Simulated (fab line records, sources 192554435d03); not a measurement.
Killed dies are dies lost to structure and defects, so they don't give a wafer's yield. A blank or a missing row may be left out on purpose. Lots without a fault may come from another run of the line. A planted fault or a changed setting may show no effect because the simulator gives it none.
A struck lot beside a sound one | flow n5_finfet | 36 steps out of a route of 1938
Sound: wafers L487.1, L487.3, L487.5. Struck: wafer L499.1. (L499.4, L499.5 of the same lot were not struck and are left out.) The cause comes at the end.
At each step with rows: each side's tool, then ch and its chambers, then its first start. Under that, the readings that differ: sound wafers | struck wafers | difference of the means | sigmas: that difference in standard deviations of wafers without a fault.
alike: readings whose means differ by less than 2 such deviations, and words and numbers that are the same on both sides. not compared: withheld readings, readings that some wafer has no value for, bounds like >300 that may hide the same value, and numbers for which the record gives no deviation and whose values overlap.
The two part at a step that has a row with sigmas, a row that says differs or no value, or rows on one side only. Numbers that don't overlap but have no deviation are shown without sigmas and don't part them. A reading that every wafer of one side lacks parts them only if that side has two wafers or more.

first, 9 steps without rows for these wafers: N5_BEOL_M4_ANNEAL_95 (time 240 s); N5_BEOL_M4_SPUTTER_96 (material Cu, target thk 4.5 nm, time 8.29 s); N5_BEOL_M4_ECD_50 (material Cu, target thk 300 nm); N5_BEOL_M4_ANNEAL_51 (time 90 s); N5_BEOL_M4_CMP_52 (polishes, stops on SiOC, t overpolish 6.8 s, target thk 40 nm); N5_BEOL_M4_PRE_CLEAN_60 (time 15 s); N5_BEOL_M4_CO_CAP_55 (material Co, precursor CCTBA/H2, target thk 2 nm, time 102.1 s); N5_BEOL_M4_PRE_CLEAN_56 (time 15 s); N5_BEOL_M4_DEP_57 (deposits SiCN from 3MS/NH3, target thk 8 nm, time 14 s).
N5_BEOL_M4_RC_MEAS_101:
  sound on prober-02 ch 0, day 8 12:49; struck on prober-01 ch 0, day 11 15:14
  alike: DIBL_N, DIBL_P, IOFF_N, IOFF_P, ION_N, ION_P, SS_N, SS_P, VT_N, VT_P
then, 24 steps without rows for these wafers: N5_BEOL_M5_ILD_DEP_00 (deposits SiCOH lowk from DEMS/porogen, target thk 140.64 nm, time 25.9 s); N5_BEOL_M5_CURE_79 (cures SiCOH lowk, time 240 s); N5_BEOL_M5_PECVD_70 (deposits SiO2 from TEOS/O2, target thk 16 nm, time 18 s); N5_BEOL_M5_HM_DEP_02 (deposits TiN, target thk 20 nm); N5_BEOL_M5_COAT_59 (time 60 s, resist thk 60 nm); N5_BEOL_M5_COAT_60 (time 60 s, resist thk 12 nm); N5_BEOL_M5_COAT_71 (time 60 s, resist thk 5 nm); N5_BEOL_M5_COAT_05 (resist thk 30 nm); N5_BEOL_M5_EBR_07; N5_BEOL_M5_SOFTBAKE_06 (time 60 s); N5_BEOL_M5_EXPOSE_08 (exposes mask M5, target cd 28 nm); N5_BEOL_M5_PEB_09 (peb time 60 s); N5_BEOL_M5_DEVELOP_10 (develop time 30 s); N5_BEOL_M5_DESCUM_16 (chemistry O2, time 7 s); N5_BEOL_M5_ETCH_72 (etches underlayer in N2/H2, target depth 6.5 nm, time 5.2 s); N5_BEOL_M5_ETCH_61 (etches SiARC in CF4, target depth 15.6 nm, time 26 s); N5_BEOL_M5_ETCH_62 (etches SOC in N2/H2, target depth 75 nm, overetch 15 nm, time 112.5 s); N5_BEOL_M5_STRIP_63 (strips in N2/H2); N5_BEOL_M5_STRIP_73 (strips in N2/H2); N5_BEOL_M5_STRIP_64 (strips in CF4); N5_BEOL_M5_HM_OPEN_17 (chemistry Cl2/BCl3, target TiN, target depth 20 nm, overetch 6 nm); N5_BEOL_M5_STRIP_19 (strips in O2); N5_BEOL_M5_COAT_65 (time 60 s, resist thk 60 nm); N5_BEOL_M5_COAT_66 (time 60 s, resist thk 12 nm).
-- the record jumps here: 2 days lie between the struck wafers' starts before and after (it left off in module BEOL_M5 and takes up again in module BEOL_M9, whose first step shown is number 1443 of the route) --
N5_BEOL_M9_VIA_ETCH_34: etches SiCOH lowk in C4F6/O2, target depth 182.4 nm, time 68.4 s.
  sound on rie_diel-05 ch 1,3, day 10 23:45; struck on rie_diel-04 ch 2, day 13 20:00
  reading                                  | sound             | struck | difference | sigmas
  oes_product_au (a.u.)                    | 0.85 0.83 0.82    | 0.54   | -0.29      | -3
  showerhead_plenum_p_Torr (Torr)          | 2.77 3.01 3.01    | 2.70   | -0.23      | -2
  model.etch.depth_nm (nm)                 | 181.8 187.7 185.9 | 119.5  | -65.6      |
  model.SOC_of_BEOL_M9_COAT_63.thk_nm (nm) | 51.2 50.4 50.6    | 54.2   | +3.5       |
  alike: drypump_motor_current_A, rf_vpp_V, throttle_valve_pct
  not compared: rf_hours_counter_h
-- the record jumps here: 3 days lie between the struck wafers' starts before and after (it left off in module BEOL_M9 and takes up again in module PASSIVATION, whose first step shown is number 1936 of the route) --
N5_PASSIVATION_PROBE_49:
  sound on prober-01, day 13 11:56; struck on prober-02, day 16 12:06
  reading                  | sound          | struck | difference | sigmas
  defect_limited_yield (%) | 91.8 90.2 89.7 | 0      | -91        | -60
  killed_at_M0_to_M3       | 44 39 64       | 16     | -33        | -3
  killed_at_M4_up          | 14 19 7        | 1101   | +1088      | +99 or more
  killed_dies              | 97 116 122     | 1180   | +1068      | +59
  killed_on_rim            | 16 11 22       | 152    | +136       | +33
  sort_bin_5_function (%)  | 5.0 5.5 6.2    | 97.2   | +91.6      | +92
  sort_n_pass              | 1083 1064 1058 | 0      | -1068      | -59
  sort_yield_pct (%)       | 91.8 90.2 89.7 | 0      | -91        | -60
  alike: killed_at_contacts, killed_at_front_end, killed_at_other, killed_open, killed_short, sort_bin_4_leakage, sort_bin_6_memory

WHERE THEY PART
First at N5_BEOL_M9_VIA_ETCH_34; last, within this record, at N5_PASSIVATION_PROBE_49.

WHY: what the simulator had put in
Process parameter drift: rie_diel-04, from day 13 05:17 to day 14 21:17, at N5_BEOL_M9_VIA_ETCH_34. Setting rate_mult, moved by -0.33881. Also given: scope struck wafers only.
